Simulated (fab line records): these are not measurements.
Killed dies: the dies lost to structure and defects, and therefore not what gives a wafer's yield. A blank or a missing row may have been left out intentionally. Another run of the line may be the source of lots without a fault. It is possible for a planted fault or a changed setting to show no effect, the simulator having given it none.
Chamber matching    flow n5 finfet    N5_HKMG_FIN_ALD_91 on ald metal-02 has 4 sister chambers
The step deposits TiN, target thk 1 nm, pulse time 1 s, purge time 3 s. 14 wafers are shown with their chamber, then 7 later ones without.

## WAFERS WITH THEIR CHAMBER
wafer   chamber  heater power outer w (W)  heater power w (W)  precursor pulse height rel
L702.2  0        548                       857                 1.003
L702.3  1        553                       935                 0.962
L702.4  2        561                       924                 0.965
L703.1  0        545                       855                 1.010
L703.2  2        582                       958                 1.060
L703.5  0        542                       866                 1.025
L704.2  2        577                       909                 1.017
L704.4  0        555                       857                 0.979
L704.5  3        631                       979                 1.027
L710.1  3        618                       978                 1.001
L710.3  0        553                       830                 1.004
L710.5  1        550                       929                 0.998
L712.1  0        541                       874                 1.014
L712.3  1        545                       915                 1.003

SIGNATURES, as means of the wafers listed above
reading                     chamber 0  chamber 1  chamber 2  chamber 3  scatter within a chamber
heater power outer w        547.33     549.33     573.33     624.50     7.23
heater power w              856.50     926.33     930.33     978.50     16
precursor pulse height rel  1.00583    0.98767    1.01400    1.01400    0.0265
Rule: a wafer's distance from a chamber is the root of the sum, over the readings, of the square of ((its reading less the chamber's mean) divided by the reading's scatter). If the next closest chamber is less than 2 further off than the closest, the wafer can't be placed; otherwise it belongs to the closest. The scatter: take each reading less its chamber's mean, square it, sum over the shown wafers, divide by the number of wafers less the number of chambers, and take the root.

## WAFERS WITH NO CHAMBER GIVEN
wafer   heater power outer w (W)  heater power w (W)  precursor pulse height rel
L712.6  626                       987                 0.986
L714.3  573                       931                 0.993
L714.4  546                       926                 1.006
L714.5  555                       863                 1.032
L716.2  577                       903                 0.993
L716.3  601                       980                 0.983
L716.5  623                       987                 1.010

## CHAMBER TAKEN BY EACH
wafer   from the rows above      in truth
L712.6  3                        3
L714.3  2                        2
L714.4  1                        1
L714.5  0                        0
L716.2  2                        2
L716.3  can't be placed: 3 or 2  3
L716.5  3                        3
Correct placement for 6 of the 7. From these rows, 1 cannot be placed; in 1 the true chamber is one of the candidates. Placed wrongly: 0.
